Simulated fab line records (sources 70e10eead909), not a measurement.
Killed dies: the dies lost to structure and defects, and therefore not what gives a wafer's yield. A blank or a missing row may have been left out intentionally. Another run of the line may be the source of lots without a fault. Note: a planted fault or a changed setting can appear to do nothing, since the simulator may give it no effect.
fab line records	flow nandHarc
[record] lots = 24	wafers = 72	lastDay = 25
route steps=1159 shown A_CHANNEL_HOLE_D1@477 A_CHANNEL_FILL_D1@496 A_STAIRCASE@548
lots untouched by any fault: they come from a run of this same line in which no faults occurred
startH: start of the lot's first displayed wafer, in hours after the record's first day	waitH: hours elapsed since this lot's preceding step	" repeats the value in the row above	L1.1+2: several wafers, shown together as one row	- no value, or no start was given	* or withheld: withheld	< > ~ a bound
route shown NAME@n: NAME is a module with steps in the file, n the number in the route of the first one	usual: the fault-free wafers' mean and standard deviation	same: alike in all rows	chamber/n: place in a boat	sites: readings site by site	_std_site: their standard deviation	_edge_site: the outer-site mean with the inner-site mean subtracted	radiusMm: for every site, how far away it sits from the centre of the wafer	mask NAME#n: copy n	behind: the last tool/chamber to shape the wafer	hold: why the lot went on hold/how many hours it stayed there/how the hold came to an end	device: the n, p or np transistor that did not switch	end of line: the tests these same wafers got at the end of their route	a step given without rows: its recipe and nothing more	killed: the dies lost at the first sort to structure and to defects; this is not the yield of the wafer	map: shows each die of a wafer: x if killed, . if not, _ if none is there
set.NAME: the setting the step ran with; set.NAME@STEP: the setting that earlier step ran with	model.NAME: the simulator's own value behind a step, which no gauge read
one table for each step of the route and one row for each wafer, over a sample of lots
services: a tool's chamber out of use, with start hour (startH, from the record's first day; less than 0 if before it), hours out, and reason
[[steps]]
[step NHARC_A_CHANNEL_HOLE_D1_ETCH_25]
[recipe] biasV = 5000	sourceW = withheld	pressureMtorr = 20	timeS = 1040.2	arFlowSccm = 375	c4f8FlowSccm = 93.8	o2FlowSccm = 31.2	tempC = -20	targetDepthA = 15000	chemistry = C4F8/O2/Ar
[usual] drypumpMotorCurrentA = 5.89/0.24	showerheadPlenumPTorr = 3.65/0.059	throttleValvePct = 32.236/0.0095
lot.wafer	tool	chamber	startH	waitH	drypumpMotorCurrentA	rfHoursCounterH	showerheadPlenumPTorr	throttleValvePct
L075.1	harEtch-01	1	193.38	0.7	5.94	189	3.72	32.234
L075.3	"	1	"	"	5.92	-	3.72	32.233
L075.6	"	0	"	"	5.72	-	3.71	32.232
L074.1	harEtch-02	0	193.46	0.6	6.30	110	3.57	32.215
L074.2	"	1	"	"	5.64	110	3.66	32.252
L074.5	"	0	"	"	6.29	-	3.57	32.219
L078.2	harEtch-01	1	197.41	0.6	5.95	193	3.72	32.237
L078.3	"	1	"	"	5.98	-	3.72	32.241
L078.5	"	1	"	"	5.96	-	3.72	32.237
L077.2	harEtch-02	1	197.76	0.7	5.63	114	3.65	32.237
L077.3	"	0	"	"	6.28	-	3.57	32.237
L077.5	"	0	"	"	6.27	-	3.57	32.243
L076.2	harEtch-01	0	203.30	0.6	5.74	198	3.70	32.241
L076.3	"	0	"	"	5.75	-	3.70	32.233
L076.5	"	0	"	"	5.75	-	3.70	32.231
L079.4	harEtch-02	1	203.97	0.7	5.66	-	3.65	32.238
L079.3	"	0	"	"	6.29	-	3.56	32.235
L079.5	"	1	"	"	5.65	-	3.65	32.241
L080.1	harEtch-01	0	211.85	0.7	5.72	202	3.70	32.244
L080.4	"	1	"	"	5.90	-	3.71	32.227
L080.6	"	1	"	"	5.94	-	3.71	32.235
L081.1	harEtch-01	1	218.39	0.7	5.95	208	3.71	32.227
L081.5	"	0	"	"	5.72	-	3.70	32.242
L081.6	"	1	"	"	5.97	-	3.71	32.249
L082.2	harEtch-02	0	226.56	0.6	6.26	126	3.56	32.223
L082.4	"	0	"	"	6.28	-	3.56	32.259
L082.6	"	1	"	"	5.65	-	3.65	32.247
L083.1	harEtch-01	1	234.44	0.7	5.92	212	3.71	32.219
L083.3	"	0	"	"	5.72	-	3.70	32.232
L083.4	"	1	"	"	5.97	-	3.71	32.242
L084.2	harEtch-02	0	235.52	0.6	6.32	130	3.56	32.239
L084.1	"	1	"	"	5.65	130	3.65	32.236
L084.3	"	0	"	"	6.29	-	3.56	32.245
L085.1	harEtch-02	1	249.41	0.6	5.68	137	3.64	32.229
L085.3	"	1	"	"	5.68	-	3.64	32.247
L085.6	"	1	"	"	5.67	-	3.64	32.233
L087.4	harEtch-01	0	258.00	0.7	5.72	-	3.69	32.245
L087.5	"	0	"	"	5.71	-	3.69	32.217
L087.6	"	1	"	"	5.93	-	3.70	32.247
L086.3	harEtch-02	1	258.06	0.7	5.64	-	3.64	32.228
L086.4	"	0	"	"	6.27	-	3.55	32.231
L086.6	"	0	"	"	6.26	-	3.55	32.231
L088.1	harEtch-01	0	262.01	0.7	5.70	224	3.69	32.220
L088.3	"	1	"	"	5.94	-	3.70	32.233
L088.5	"	0	"	"	5.72	-	3.69	32.231
L090.1	harEtch-02	0	273.50	0.6	6.34	150	3.55	32.241
L090.4	"	0	"	"	6.32	-	3.55	32.236
L090.3	"	1	"	"	5.65	-	3.64	32.225
L089.2	harEtch-01	1	273.54	0.7	5.90	229	3.70	32.248
L089.4	"	0	"	"	5.73	-	3.69	32.230
L089.6	"	1	"	"	5.90	-	3.70	32.234
L091.2	harEtch-01	1	277.56	0.6	5.90	233	3.70	32.251
L091.4	"	1	"	"	5.93	-	3.70	32.228
L091.3	"	0	"	"	5.71	-	3.68	32.237
L094.2	harEtch-01	0	289.90	0.6	5.71	237	3.68	32.240
L094.1	"	1	"	"	5.92	237	3.69	32.247
L094.3	"	0	"	"	5.72	-	3.68	32.244
L092.3	harEtch-02	0	291.16	0.7	6.29	-	3.54	32.232
L092.4	"	1	"	"	5.66	-	3.63	32.246
L092.5	"	0	"	"	6.30	-	3.54	32.259
L093.2	harEtch-01	1	294.17	0.7	5.97	241	3.69	32.234
L093.4	"	1	"	"	5.95	-	3.69	32.263
L093.5	"	1	"	"	5.90	-	3.69	32.233
L096.3	harEtch-02	1	299.75	0.7	5.66	-	3.63	32.231
L096.4	"	0	"	"	6.31	-	3.54	32.235
L096.6	"	0	"	"	6.33	-	3.54	32.235
L095.4	harEtch-01	0	300.29	0.7	5.71	-	3.68	32.233
L095.3	"	1	"	"	5.91	-	3.69	32.223
L095.5	"	0	"	"	5.71	-	3.68	32.238
L097.3	harEtch-02	1	324.52	0.7	5.64	-	3.62	32.243
L097.6	"	1	"	"	5.64	-	3.62	32.245
L097.5	"	0	"	"	6.29	-	3.54	32.221
[step NHARC_A_CHANNEL_FILL_D1_ALD_16]
[recipe] targetThkA = 15	pulseTimeS = 10	aldCycles = 15	tempC = 300	material = SiO2
[usual] heaterPowerW = 486/36	precursorPulseHeightRel = 0.998/0.019
lot.wafer	tool	chamber	startH	waitH	heaterPowerW	precursorPulseHeightRel
L075.3	aldHk-04	0	209.84	0.7	496	0.986
L075.1	"	1	"	"	525	0.999
L075.6	"	3	"	"	470	0.969
L074.2	aldHk-04	1	209.98	0.9	526	1.018
L074.1	"	2	"	"	453	0.986
L074.5	"	2	"	"	443	1.010
L078.2	aldHk-04	3	212.79	0.1	476	1.011
L078.3	"	0	"	"	479	1.007
L078.5	"	2	"	"	446	0.995
L077.2	aldHk-04	0	212.90	0.2	487	0.986
L077.3	"	2	"	"	460	1.025
L077.5	"	0	"	"	480	1.043
L076.3	aldHk-03	0	218.81	0.0	440	1.015
L076.2	"	2	"	"	442	1.006
L076.5	"	1	"	"	515	1.014
L079.4	aldHk-04	1	218.82	0.0	519	0.994
L079.3	"	3	"	"	479	0.985
L079.5	"	2	"	"	455	1.007
L080.4	aldHk-04	3	226.97	0.1	478	0.971
L080.1	"	0	"	"	487	0.996
L080.6	"	1	"	"	528	1.022
L081.1	aldHk-02	1	237.13	3.7	459	1.006
L081.6	"	3	"	"	424	1.015
L081.5	"	0	"	"	531	0.995
L082.2	aldHk-04	0	245.28	0.0	494	1.005
L082.4	"	1	"	"	544	0.990
L082.6	"	0	"	"	490	0.992
L083.1	aldHk-04	1	252.86	0.3	523	1.004
L083.4	"	2	"	"	459	1.010
L083.3	"	0	"	"	490	0.972
L084.2	aldHk-04	1	253.02	0.4	526	0.977
L084.1	"	2	"	"	451	0.979
L084.3	"	0	"	"	481	1.006
L085.3	aldHk-04	0	264.68	0.0	484	1.005
L085.1	"	1	"	"	531	0.985
L085.6	"	0	"	"	487	1.006
L087.4	aldHk-03	2	272.99	0.0	434	1.026
L087.5	"	2	"	"	438	1.009
L087.6	"	3	"	"	523	0.940
L086.4	aldHk-02	3	273.04	0.1	422	1.006
L086.3	"	0	"	"	515	0.977
L086.6	"	1	"	"	468	1.007
L088.1	aldHk-02	0	278.01	1.0	531	0.985
L088.3	"	2	"	"	513	0.992
L088.5	"	0	"	"	523	1.021
L089.2	aldHk-04	1	288.60	0.0	526	0.940
L089.4	"	0	"	"	498	0.972
L089.6	"	2	"	"	450	1.006
L090.3	aldHk-04	3	288.76	0.2	494	0.987
L090.1	"	0	"	"	487	1.013
L090.4	"	1	"	"	530	0.988
L091.2	aldHk-04	1	293.01	0.1	522	1.004
L091.3	"	2	"	"	456	1.047
L091.4	"	3	"	"	484	1.015
L092.4	aldHk-04	0	305.19	0.0	498	0.992
L092.3	"	1	"	"	526	0.973
L092.5	"	0	"	"	498	0.986
L094.1	aldHk-03	2	305.21	0.1	437	0.966
L094.3	"	3	"	"	530	0.974
L094.2	"	0	"	"	450	0.965
L093.2	aldHk-03	2	309.62	0.1	447	0.992
L093.4	"	3	"	"	540	1.040
L093.5	"	1	"	"	529	0.971
L095.4	aldHk-02	3	315.06	0.0	426	1.013
L095.3	"	2	"	"	478	0.990
L095.5	"	0	"	"	503	1.009
L096.4	aldHk-02	0	315.28	0.3	510	0.980
L096.3	"	1	"	"	441	0.983
L096.6	"	3	"	"	420	0.984
L097.3	aldHk-03	2	343.88	0.0	443	0.964
L097.6	"	2	"	"	425	0.989
L097.5	"	3	"	"	509	1.034
[step NHARC_A_CHANNEL_FILL_D1_RTA_24]
[recipe] tempC = 1000	timeS = 5
[usual] lampPowerPct = 28.35/0.28	wafer_temp_C_max = 1004.4/2.3
lot.wafer	tool	chamber	startH	waitH	lampPowerPct	wafer_temp_C_max
L077.2	rtpAnneal-01	0	245.20	0.1	28.57	1002.1
L077.3	"	0	"	"	28.52	1002.5
L077.5	"	0	"	"	28.55	1001.6
L078.2	rtpAnneal-02	0	245.20	0.1	27.98	1005.9
L078.3	"	0	"	"	27.98	1007.1
L078.5	"	0	"	"	27.98	1007.1
L075.1	rtpAnneal-01	0	245.34	0.2	28.58	1003.0
L075.3	"	0	"	"	28.55	1003.1
L075.6	"	0	"	"	28.55	1002.2
L074.1	rtpAnneal-02	0	248.97	0.0	27.98	1007.4
L074.2	"	0	"	"	28.00	1005.5
L074.5	"	0	"	"	27.99	1008.7
L076.2	rtpAnneal-02	0	254.45	0.1	27.96	1006.2
L076.3	"	0	"	"	27.99	1008.4
L076.5	"	0	"	"	27.98	1006.8
L079.3	rtpAnneal-01	0	254.50	0.1	28.57	1002.5
L079.4	"	0	"	"	28.57	1002.4
L079.5	"	0	"	"	28.59	1003.2
L080.1	rtpAnneal-02	0	262.31	0.1	27.97	1007.6
L080.4	"	0	"	"	27.98	1006.5
L080.6	"	0	"	"	27.99	1007.1
L081.1	rtpAnneal-02	0	273.07	0.1	27.97	1005.7
L081.5	"	0	"	"	28.01	1007.7
L081.6	"	0	"	"	28.03	1007.4
L082.2	rtpAnneal-01	0	281.22	0.1	28.56	1002.8
L082.4	"	0	"	"	28.61	1003.4
L082.6	"	0	"	"	28.54	1003.2
L083.1	rtpAnneal-01	0	288.65	0.1	28.55	1003.0
L083.3	"	0	"	"	28.54	1003.5
L083.4	"	0	"	"	28.55	1003.7
L084.1	rtpAnneal-02	0	288.66	0.1	28.06	1007.9
L084.2	"	0	"	"	27.98	1007.6
L084.3	"	0	"	"	27.97	1007.6
L085.1	rtpAnneal-01	0	300.52	0.0	28.57	1004.0
L085.3	"	0	"	"	28.55	1002.8
L085.6	"	0	"	"	28.54	1003.8
L086.3	rtpAnneal-01	0	308.39	0.2	28.53	1002.6
L086.4	"	0	"	"	28.60	1002.7
L086.6	"	0	"	"	28.55	1003.7
L087.4	rtpAnneal-01	0	308.59	0.3	28.58	1002.6
L087.5	"	0	"	"	28.56	1002.8
L087.6	"	0	"	"	28.54	1002.9
L088.1	rtpAnneal-01	0	313.63	0.2	28.57	1002.3
L088.3	"	0	"	"	28.56	1001.9
L088.5	"	0	"	"	28.58	1002.2
L090.1	rtpAnneal-01	0	324.09	0.0	28.55	1002.4
L090.3	"	0	"	"	28.61	1002.7
L090.4	"	0	"	"	28.56	1002.9
L089.2	rtpAnneal-02	0	324.15	0.1	27.99	1007.5
L089.4	"	0	"	"	27.98	1006.6
L089.6	"	0	"	"	28.01	1006.0
L091.2	rtpAnneal-01	0	328.78	0.1	28.56	1004.2
L091.3	"	0	"	"	28.55	1003.6
L091.4	"	0	"	"	28.52	1002.7
L093.2	rtpAnneal-01	0	342.48	0.1	28.63	1002.4
L093.4	"	0	"	"	28.64	1003.5
L093.5	"	0	"	"	28.56	1003.4
L092.3	rtpAnneal-02	0	346.24	0.1	27.92	1006.0
L092.4	"	0	"	"	27.90	1006.1
L092.5	"	0	"	"	27.96	1007.5
L094.1	rtpAnneal-02	0	349.87	0.0	28.02	1009.5
L094.2	"	0	"	"	28.01	1008.1
L094.3	"	0	"	"	27.96	1008.6
L095.3	rtpAnneal-01	0	349.96	0.1	28.53	1003.0
L095.4	"	0	"	"	28.54	1002.6
L095.5	"	0	"	"	28.54	1003.7
L096.3	rtpAnneal-01	0	354.64	0.1	28.54	1002.4
L096.4	"	0	"	"	28.56	1003.1
L096.6	"	0	"	"	28.54	1002.9
L097.3	rtpAnneal-01	0	379.49	0.4	28.57	1003.0
L097.5	"	0	"	"	28.53	1001.9
L097.6	"	0	"	"	28.56	1001.9
[step NHARC_A_STAIRCASE_TRIM_12]
[recipe] timeS = 211.2	o2FlowSccm = 500	arFlowSccm = 0	biasW = 0	chemistry = O2
[usual] drypumpMotorCurrentA = 6.0/0.47	oesProductAu = 1.000/0.0085	rfVppV = 57.8/0.82	showerheadPlenumPTorr = 3.53/0.13	throttleValvePct = 17.037/0.009
lot.wafer	tool	chamber	startH	waitH	drypumpMotorCurrentA	oesProductAu	rfHoursCounterH	rfVppV	showerheadPlenumPTorr	throttleValvePct
L077.3	rieDiel-10	1	248.54	0.1	5.2	0.999	27	56.4	3.35	17.033
L077.2	"	3	"	"	5.7	1.019	27	57.5	3.60	17.048
L077.5	"	1	"	"	5.2	0.998	-	58.5	3.35	17.043
L078.2	rieDiel-10	2	248.93	0.1	5.2	0.990	25	57.7	3.61	17.035
L078.3	"	3	"	"	5.6	1.000	27	58.0	3.60	17.050
L078.5	"	2	"	"	5.2	0.997	-	57.6	3.61	17.026
L075.1	rieDiel-12	2	249.08	0.1	6.7	1.005	15	57.6	3.70	17.035
L075.3	"	1	"	"	6.5	0.990	15	57.6	3.30	17.027
L075.6	"	3	"	"	5.8	1.005	-	56.4	3.66	17.044
L074.2	rieDiel-11	2	252.25	0.1	6.0	0.991	7	57.6	3.56	17.035
L074.1	"	0	"	"	6.1	0.984	6	58.1	3.32	17.044
L074.5	"	3	"	"	6.5	0.996	-	59.2	3.61	17.056
L079.4	rieDiel-12	1	257.55	0.1	6.5	1.008	17	56.2	3.30	17.044
L079.3	"	0	"	"	5.8	0.998	15	58.6	3.63	17.041
L079.5	"	2	"	"	6.7	1.001	-	58.6	3.70	17.032
L076.2	rieDiel-11	2	257.55	0.1	6.1	1.012	9	57.5	3.56	17.036
L076.3	"	3	"	"	6.6	0.995	9	58.2	3.61	17.027
L076.5	"	2	"	"	6.0	0.997	-	58.2	3.56	17.047
L080.4	rieDiel-10	1	265.59	0.1	5.2	0.999	34	57.9	3.35	17.035
L080.1	"	2	"	"	5.2	1.006	31	58.1	3.61	17.043
L080.6	"	1	"	"	5.2	0.990	-	57.2	3.35	17.036
L081.1	rieDiel-10	0	276.47	0.1	5.8	0.992	39	56.8	3.52	17.036
L081.6	"	3	"	"	5.7	1.016	-	57.4	3.59	17.033
L081.5	"	2	"	"	5.2	1.009	-	58.1	3.61	17.025
L082.2	rieDiel-12	0	285.30	0.1	5.9	0.999	23	58.4	3.62	17.031
L082.4	"	1	"	"	6.5	1.004	28	58.7	3.30	17.059
L082.6	"	1	"	"	6.5	1.006	-	58.2	3.30	17.046
L083.4	rieDiel-11	1	294.34	1.6	6.2	0.999	22	59.3	3.48	17.031
L083.1	"	2	"	"	6.0	1.001	22	57.6	3.55	17.033
L083.3	"	3	"	"	6.6	0.985	23	57.0	3.60	17.036
L084.3	rieDiel-11	2	294.43	1.5	6.1	1.006	22	58.8	3.55	17.023
L084.1	"	3	"	"	6.6	1.004	23	58.3	3.60	17.031
L084.2	"	0	"	"	6.1	0.987	24	56.3	3.31	17.033
L085.3	rieDiel-11	2	303.53	0.1	6.1	1.014	26	58.7	3.55	17.041
L085.1	"	1	"	"	6.1	1.007	26	57.1	3.48	17.033
L085.6	"	3	"	"	6.6	0.997	-	56.5	3.60	17.021
L086.4	rieDiel-12	3	311.92	0.3	5.8	0.997	31	58.2	3.65	17.040
L086.3	"	1	"	"	6.5	1.007	37	58.1	3.29	17.046
L086.6	"	0	"	"	5.8	0.970	-	58.0	3.62	17.037
L087.4	rieDiel-12	2	312.16	0.3	6.7	1.002	37	57.9	3.69	17.024
L087.6	"	0	"	"	5.8	0.977	-	57.1	3.62	17.049
L087.5	"	1	"	"	6.5	1.001	-	57.4	3.29	17.049
L088.3	rieDiel-11	1	317.11	0.1	6.1	1.002	30	57.7	3.48	17.057
L088.1	"	3	"	"	6.6	0.993	33	57.2	3.60	17.044
L088.5	"	1	"	"	6.1	0.996	-	56.7	3.48	17.045
L090.4	rieDiel-12	0	327.14	0.1	5.9	0.982	41	58.5	3.61	17.040
L090.3	"	1	"	"	6.5	1.005	46	56.8	3.29	17.038
L090.1	"	3	"	"	5.8	0.981	41	56.9	3.65	17.040
L089.2	rieDiel-10	2	327.58	0.1	5.2	0.989	50	58.1	3.60	17.036
L089.4	"	3	"	"	5.7	0.999	56	56.5	3.58	17.026
L089.6	"	3	"	"	5.7	1.004	-	57.7	3.58	17.066
L091.3	rieDiel-10	1	331.98	0.1	5.2	1.002	53	57.8	3.34	17.030
L091.2	"	2	"	"	5.2	0.995	52	57.0	3.60	17.033
L091.4	"	3	"	"	5.7	1.007	58	58.0	3.58	17.021
L093.4	rieDiel-12	2	345.89	0.1	6.7	1.014	46	58.6	3.68	17.018
L093.2	"	0	"	"	5.8	1.003	45	58.5	3.61	17.039
L093.5	"	1	"	"	6.5	1.013	-	56.0	3.28	17.027
L092.3	rieDiel-11	1	349.38	0.1	6.1	1.002	42	58.2	3.47	17.040
L092.4	"	2	"	"	6.1	1.007	43	58.0	3.54	17.033
L092.5	"	3	"	"	6.6	0.985	-	57.1	3.59	17.039
L094.1	rieDiel-12	3	353.07	0.1	5.8	1.000	47	59.7	3.64	17.044
L094.3	"	0	"	"	5.8	0.997	47	58.0	3.61	17.024
L094.2	"	1	"	"	6.5	1.007	53	57.6	3.28	17.051
L095.4	rieDiel-12	2	353.26	0.1	6.7	0.995	48	58.0	3.68	17.036
L095.3	"	3	"	"	5.8	1.016	47	57.0	3.64	17.050
L095.5	"	2	"	"	6.7	0.998	-	58.6	3.68	17.043
L096.3	rieDiel-12	2	359.14	0.1	6.7	0.999	52	57.2	3.68	17.041
L096.4	"	0	"	"	5.8	0.989	50	58.8	3.61	17.035
L096.6	"	3	"	"	5.8	1.011	-	58.8	3.64	17.050
L097.3	rieDiel-10	0	383.01	0.1	5.8	0.989	6	58.2	3.50	17.031
L097.5	"	3	"	"	5.7	0.990	-	58.7	3.57	17.051
L097.6	"	0	"	"	5.8	0.991	-	57.8	3.50	17.028
[step NHARC_A_STAIRCASE_TRIM_14]
[recipe] timeS = 211.2	o2FlowSccm = 500	arFlowSccm = 0	biasW = 0	chemistry = O2
[usual] drypumpMotorCurrentA = 6.0/0.48	oesProductAu = 0.999/0.0083	rfVppV = 57.8/0.81	showerheadPlenumPTorr = 3.52/0.14	throttleValvePct = 17.037/0.0083
lot.wafer	tool	chamber	startH	waitH	drypumpMotorCurrentA	oesProductAu	rfHoursCounterH	rfVppV	showerheadPlenumPTorr	throttleValvePct
L077.3	rieDiel-10	0	-	-	5.8	1.002	27	58.0	3.53	17.045
L077.2	"	2	"	"	5.2	1.004	25	58.2	3.61	17.036
L077.5	"	1	"	"	5.2	0.997	-	56.1	3.35	17.046
L078.3	rieDiel-10	2	-	-	5.2	0.996	25	59.4	3.61	17.042
L078.2	"	1	"	"	5.2	0.996	28	57.5	3.35	17.035
L078.5	"	2	"	"	5.2	0.994	-	59.0	3.61	17.036
L075.1	rieDiel-12	3	-	-	5.8	1.013	13	57.3	3.66	17.040
L075.3	"	1	"	"	6.5	0.991	15	57.7	3.30	17.043
L075.6	"	3	"	"	5.8	1.009	-	58.1	3.66	17.038
L074.1	rieDiel-11	2	-	-	6.1	1.011	7	58.9	3.56	17.040
L074.2	"	3	"	"	6.6	1.002	7	58.5	3.61	17.045
L074.5	"	3	"	"	6.6	1.002	-	57.1	3.61	17.041
L079.4	rieDiel-12	0	-	-	5.9	0.980	16	58.1	3.63	17.035
L079.3	"	2	"	"	6.7	0.994	17	57.0	3.70	17.040
L079.5	"	0	"	"	5.8	0.986	-	58.7	3.62	17.048
L076.3	rieDiel-11	3	-	-	6.5	1.000	9	58.7	3.61	17.045
L076.2	"	1	"	"	6.1	0.984	8	57.8	3.49	17.047
L076.5	"	3	"	"	6.6	1.000	-	58.4	3.61	17.040
L080.4	rieDiel-10	0	-	-	5.8	0.994	36	59.0	3.52	17.050
L080.1	"	3	"	"	5.7	1.009	35	57.1	3.59	17.035
L080.6	"	1	"	"	5.2	0.997	-	56.2	3.35	17.034
L081.1	rieDiel-10	2	-	-	5.2	1.003	34	56.9	3.61	17.039
L081.6	"	0	"	"	5.8	0.998	-	57.9	3.52	17.047
L081.5	"	3	"	"	5.7	1.019	-	58.7	3.59	17.038
L082.4	rieDiel-12	0	-	-	5.8	0.997	23	58.1	3.62	17.022
L082.2	"	1	"	"	6.5	1.007	28	57.9	3.30	17.063
L082.6	"	0	"	"	5.8	0.996	-	58.7	3.62	17.027
L083.4	rieDiel-11	0	-	-	6.1	0.986	24	56.9	3.31	17.030
L083.1	"	1	"	"	6.1	1.007	22	57.7	3.48	17.031
L083.3	"	2	"	"	6.1	1.007	22	58.8	3.55	17.029
L084.2	rieDiel-11	3	-	-	6.6	1.002	24	57.9	3.60	17.038
L084.3	"	0	"	"	6.1	0.996	24	58.0	3.31	17.039
L084.1	"	2	"	"	6.0	1.001	22	58.6	3.55	17.031
L085.3	rieDiel-11	2	-	-	6.1	1.006	26	58.2	3.55	17.044
L085.1	"	3	"	"	6.6	0.991	27	58.6	3.60	17.041
L085.6	"	0	"	"	6.1	0.995	-	57.0	3.31	17.019
L086.3	rieDiel-12	3	-	-	5.8	0.991	32	59.7	3.65	17.032
L086.4	"	2	"	"	6.7	0.991	37	56.7	3.69	17.046
L086.6	"	0	"	"	5.9	0.986	-	58.4	3.62	17.026
L087.4	rieDiel-12	1	-	-	6.5	0.995	37	57.8	3.29	17.026
L087.6	"	3	"	"	5.8	0.991	-	57.6	3.65	17.035
L087.5	"	0	"	"	5.8	0.989	-	58.1	3.62	17.047
L088.1	rieDiel-11	2	-	-	6.1	1.007	31	58.3	3.55	17.049
L088.3	"	3	"	"	6.6	1.001	33	57.7	3.60	17.059
L088.5	"	2	"	"	6.1	1.008	-	57.0	3.55	17.024
L090.4	rieDiel-12	0	-	-	5.8	0.995	41	57.9	3.61	17.038
L090.1	"	1	"	"	6.5	1.002	46	56.4	3.29	17.039
L090.3	"	2	"	"	6.7	1.002	40	57.6	3.68	17.039
L089.4	rieDiel-10	2	-	-	5.2	0.985	50	59.0	3.60	17.027
L089.2	"	0	"	"	5.8	1.018	57	57.0	3.51	17.029
L089.6	"	1	"	"	5.2	0.992	-	57.4	3.34	17.028
L091.4	rieDiel-10	2	-	-	5.2	0.994	52	56.8	3.60	17.034
L091.2	"	3	"	"	5.7	1.007	58	58.1	3.58	17.041
L091.3	"	0	"	"	5.7	1.009	58	56.9	3.51	17.037
L093.2	rieDiel-12	1	-	-	6.5	1.007	52	57.0	3.28	17.030
L093.4	"	3	"	"	5.8	1.005	45	57.1	3.65	17.042
L093.5	"	2	"	"	6.7	1.000	-	57.3	3.68	17.038
L092.3	rieDiel-11	1	-	-	6.1	1.000	42	57.5	3.47	17.043
L092.4	"	3	"	"	6.6	0.991	46	58.0	3.59	17.031
L092.5	"	2	"	"	6.0	1.002	-	58.4	3.54	17.032
L094.2	rieDiel-12	1	-	-	6.5	1.000	54	57.6	3.28	17.052
L094.3	"	2	"	"	6.7	1.003	48	58.0	3.68	17.045
L094.1	"	0	"	"	5.8	0.994	47	59.3	3.61	17.030
L095.3	rieDiel-12	1	-	-	6.5	1.007	54	57.3	3.28	17.043
L095.4	"	3	"	"	5.8	0.997	48	57.7	3.64	17.029
L095.5	"	2	"	"	6.7	0.990	-	59.7	3.68	17.032
L096.3	rieDiel-12	3	-	-	5.9	1.004	52	57.4	3.64	17.030
L096.4	"	0	"	"	5.8	0.982	50	57.2	3.61	17.042
L096.6	"	1	"	"	6.5	0.999	-	58.0	3.28	17.027
L097.3	rieDiel-10	0	-	-	5.7	0.984	6	57.1	3.50	17.032
L097.6	"	0	"	"	5.7	0.986	-	57.2	3.50	17.034
L097.5	"	1	"	"	5.2	0.996	-	56.2	3.33	17.017
[step NHARC_A_STAIRCASE_ETCH_19]
[recipe] targetDepthA = 1000	timeS = 40.5	ionEnergyEv = 400	c4f8FlowSccm = 20	o2FlowSccm = 10	arFlowSccm = withheld	rfW = 600	biasW = 1000	chemistry = C4F8/O2
[usual] oesProductAu = 0.940/0.01	rfVppV = 896/5.1
lot.wafer	tool	chamber	startH	waitH	oesProductAu	rfHoursCounterH	rfVppV
L077.2	rieDiel-10	3	-	-	0.957	28	899
L077.3	"	1	"	"	0.939	28	889
L077.5	"	3	"	"	0.957	-	898
L075.3	rieDiel-12	3	-	-	0.941	14	900
L075.1	"	0	"	"	0.928	14	900
L075.6	"	1	"	"	0.947	-	887
L078.2	rieDiel-10	2	-	-	0.949	26	898
L078.3	"	3	"	"	0.949	30	898
L078.5	"	1	"	"	0.937	-	890
L074.2	rieDiel-11	2	-	-	0.948	8	898
L074.1	"	1	"	"	0.937	7	895
L074.5	"	2	"	"	0.956	-	898
L079.4	rieDiel-12	3	-	-	0.930	16	900
L079.3	"	0	"	"	0.924	17	900
L079.5	"	2	"	"	0.928	-	901
L076.2	rieDiel-11	3	-	-	0.943	10	899
L076.3	"	0	"	"	0.939	9	886
L076.5	"	0	"	"	0.935	-	887
L080.4	rieDiel-10	0	-	-	0.929	37	896
L080.1	"	1	"	"	0.927	35	889
L080.6	"	3	"	"	0.952	-	898
L081.1	rieDiel-10	0	-	-	0.925	40	895
L081.6	"	3	"	"	0.937	-	897
L081.5	"	0	"	"	0.934	-	895
L082.4	rieDiel-12	1	-	-	0.942	28	888
L082.2	"	3	"	"	0.926	25	901
L082.6	"	1	"	"	0.950	-	885
L083.4	rieDiel-11	1	-	-	0.945	23	894
L083.3	"	2	"	"	0.944	23	898
L083.1	"	3	"	"	0.932	24	898
L084.2	rieDiel-11	3	-	-	0.936	24	897
L084.1	"	1	"	"	0.932	23	897
L084.3	"	2	"	"	0.938	23	896
L085.1	rieDiel-11	1	-	-	0.949	27	894
L085.3	"	3	"	"	0.931	27	898
L085.6	"	0	"	"	0.965	-	888
L086.4	rieDiel-12	2	-	-	0.940	38	901
L086.3	"	1	"	"	0.931	38	886
L086.6	"	2	"	"	0.948	-	902
L087.4	rieDiel-12	2	-	-	0.939	38	902
L087.5	"	2	"	"	0.937	-	901
L087.6	"	3	"	"	0.937	-	900
L088.1	rieDiel-11	0	-	-	0.961	33	885
L088.3	"	1	"	"	0.963	31	894
L088.5	"	1	"	"	0.949	-	894
L090.3	rieDiel-12	0	-	-	0.938	41	899
L090.4	"	1	"	"	0.935	46	888
L090.1	"	2	"	"	0.940	40	900
L089.2	rieDiel-10	0	-	-	0.949	57	895
L089.4	"	1	"	"	0.945	52	889
L089.6	"	2	"	"	0.934	-	900
L091.3	rieDiel-10	1	-	-	0.937	54	889
L091.2	"	2	"	"	0.947	53	899
L091.4	"	3	"	"	0.939	58	898
L093.2	rieDiel-12	0	-	-	0.946	46	898
L093.4	"	1	"	"	0.950	52	889
L093.5	"	0	"	"	0.937	-	898
L092.3	rieDiel-11	0	-	-	0.950	46	886
L092.4	"	1	"	"	0.954	42	893
L092.5	"	1	"	"	0.954	-	895
L094.3	rieDiel-12	0	-	-	0.924	48	899
L094.1	"	1	"	"	0.941	54	886
L094.2	"	2	"	"	0.927	49	901
L095.4	rieDiel-12	1	-	-	0.945	55	888
L095.3	"	2	"	"	0.950	49	903
L095.5	"	2	"	"	0.960	-	902
L096.4	rieDiel-12	0	-	-	0.944	51	898
L096.3	"	1	"	"	0.942	57	886
L096.6	"	0	"	"	0.942	-	900
L097.3	rieDiel-10	0	-	-	0.925	8	894
L097.6	"	0	"	"	0.928	-	895
L097.5	"	1	"	"	0.927	-	889
[[services]]
tool	chamber	startH	hours	kind
rieDiel-10	-	176.51	9.0	pm
rieDiel-12	0	182.41	-	clean
aldHk-04	-	186.89	10.0	pm
rieDiel-11	0	190.93	4.3	repair
rieDiel-12	-	202.62	9.0	pm
rieDiel-10	0	205.61	9.2	repair
aldHk-04	-	206.96	2.8	repair
rieDiel-10	-	213.33	0.7	repair
rieDiel-11	1	216.08	4.8	repair
rieDiel-11	-	221.64	9.0	pm
rieDiel-12	-	237.91	0.1	repair
rieDiel-12	0	264.66	8.8	repair
rieDiel-12	3	265.34	5.5	repair
rieDiel-10	1	273.55	9.4	repair
aldHk-02	-	283.32	10.0	pm
rtpAnneal-02	-	286.14	2.5	repair
rtpAnneal-02	-	300.00	12.0	pm
harEtch-01	-	305.00	17.0	pm
rieDiel-12	3	307.51	4.4	repair
aldHk-03	-	325.87	10.0	pm
rieDiel-12	3	331.57	3.6	repair
aldHk-04	-	359.69	0.5	repair
aldHk-04	-	364.89	10.0	pm
rieDiel-12	-	379.62	9.0	pm
[[key]]
fault none
